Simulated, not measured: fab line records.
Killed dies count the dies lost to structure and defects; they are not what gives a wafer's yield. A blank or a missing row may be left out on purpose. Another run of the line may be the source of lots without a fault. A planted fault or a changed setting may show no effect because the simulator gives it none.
Which tool did it? + flow n5_finfet + Sampling: 14 lots, 42 wafers, 2 of 1938 route steps

## WHAT THE GAUGES READ, wafer by wafer
N5_BEOL_M0_SAQP_THK_MEAS_05.
| lot  | measured     | on            | thk_nm (nm)    |
|------|--------------|---------------|----------------|
| L482 | day 5 10:28  | film_metro-01 | 60.7 60.8 60.8 |
| L483 | day 5 18:44  | film_metro-01 | 58.7 58.6 59.2 |
| L484 | day 6 02:24  | film_metro-02 | 58.5 58.7 59.5 |
| L485 | day 6 08:46  | film_metro-01 | 59.4 58.5 60.1 |
| L488 | day 6 18:58  | film_metro-01 | 60.0 60.6 60.9 |
| L489 | day 7 04:36  | film_metro-02 | 58.8 60.8 61.4 |
| L490 | day 7 11:28  | film_metro-01 | 60.2 60.5 60.7 |
| L492 | day 8 01:04  | film_metro-01 | 59.5 60.6 59.8 |
| L493 | day 8 06:13  | film_metro-02 | 59.3 60.3 60.3 |
| L495 | day 8 15:05  | film_metro-02 | 58.7 58.3 59.9 |
| L497 | day 9 07:50  | film_metro-02 | 58.5 59.7 60.0 |
| L499 | day 9 18:57  | film_metro-01 | 59.4 59.4 60.4 |
| L500 | day 9 23:32  | film_metro-02 | 59.6 60.8 60.9 |
| L505 | day 11 04:57 | film_metro-01 | 59.7 59.6 60.7 |

## EACH LOT AND THE TOOL THAT RAN IT (in order: tool; ch and the chambers of the sampled wafers; start)
| lot  | N5_BEOL_M0_SAQP_PECVD_00        |
|------|---------------------------------|
| L482 | pecvd-02 ch 0,1,2, day 5 09:22  |
| L483 | pecvd-04 ch 1,2, day 5 16:18    |
| L484 | pecvd-04 ch 1,2, day 6 00:56    |
| L485 | pecvd-03 ch 0,1,2, day 6 07:49  |
| L488 | pecvd-03 ch 0,1, day 6 18:29    |
| L489 | pecvd-03 ch 1,2, day 7 03:19    |
| L490 | pecvd-04 ch 0,1,2, day 7 11:02  |
| L492 | pecvd-04 ch 0,1,2, day 8 00:41  |
| L493 | pecvd-03 ch 0,1, day 8 03:40    |
| L495 | pecvd-02 ch 0,1,2, day 8 14:09  |
| L497 | pecvd-02 ch 0,1,2, day 9 06:12  |
| L499 | pecvd-03 ch 0,1, day 9 17:50    |
| L500 | pecvd-03 ch 0,1, day 9 21:53    |
| L505 | pecvd-02 ch 0,1,2, day 11 02:38 |
- N5_BEOL_M0_SAQP_PECVD_00: deposits SiCN from 3MS/NH3, target thk 8 nm, time 14 s.

## AS READ BY THE TOOLS THEMSELVES (means over the sampled wafers that have a number; for cases with no such wafer, the mark the record gives instead)
N5_BEOL_M0_SAQP_PECVD_00.
| lot  | tool     | showerhead_plenum_p_Torr (Torr) | throttle_valve_pct (%) |
|------|----------|---------------------------------|------------------------|
| L482 | pecvd-02 | 3.654                           | 9.5                    |
| L483 | pecvd-04 | 3.666                           | 8.7                    |
| L484 | pecvd-04 | 3.664                           | 9.1                    |
| L485 | pecvd-03 | 3.664                           | 8.9                    |
| L488 | pecvd-03 | 3.668                           | 8.8                    |
| L489 | pecvd-03 | 3.652                           | 8.8                    |
| L490 | pecvd-04 | 3.665                           | 9.2                    |
| L492 | pecvd-04 | 3.661                           | 9.1                    |
| L493 | pecvd-03 | 3.667                           | 9.0                    |
| L495 | pecvd-02 | 3.659                           | 9.7                    |
| L497 | pecvd-02 | 3.656                           | 9.7                    |
| L499 | pecvd-03 | 3.667                           | 8.9                    |
| L500 | pecvd-03 | 3.667                           | 9.0                    |
| L505 | pecvd-02 | 3.656                           | 9.7                    |

## THE ANSWER, worked out from the rows above alone
Rule: the usual values come from the lots themselves. The widest of any qualifying gaps counts: lots, ordered by their means at a reading, are off when they make up no more than a third of the lots, leave a main group of 4 or more, and stand apart from it by 3 or more times the standard deviation of that group's means. A main group whose means are all the same, to the digits that the tables above print for the reading, isn't used. Also off: a lot with no number at a reading for which 4 or more lots have one. The other lots that the step has rows for count as sound. The gauges are gone through in route order, then the tools' own readings, and for those a lot's mean is taken as printed above. At the first step where some lot is off, the reading lying furthest off is the one used; lots without a number count as furthest.
No lot is off at any reading shown: from this, nothing can be told.

## WHAT THE SIMULATOR HAD INSERTED
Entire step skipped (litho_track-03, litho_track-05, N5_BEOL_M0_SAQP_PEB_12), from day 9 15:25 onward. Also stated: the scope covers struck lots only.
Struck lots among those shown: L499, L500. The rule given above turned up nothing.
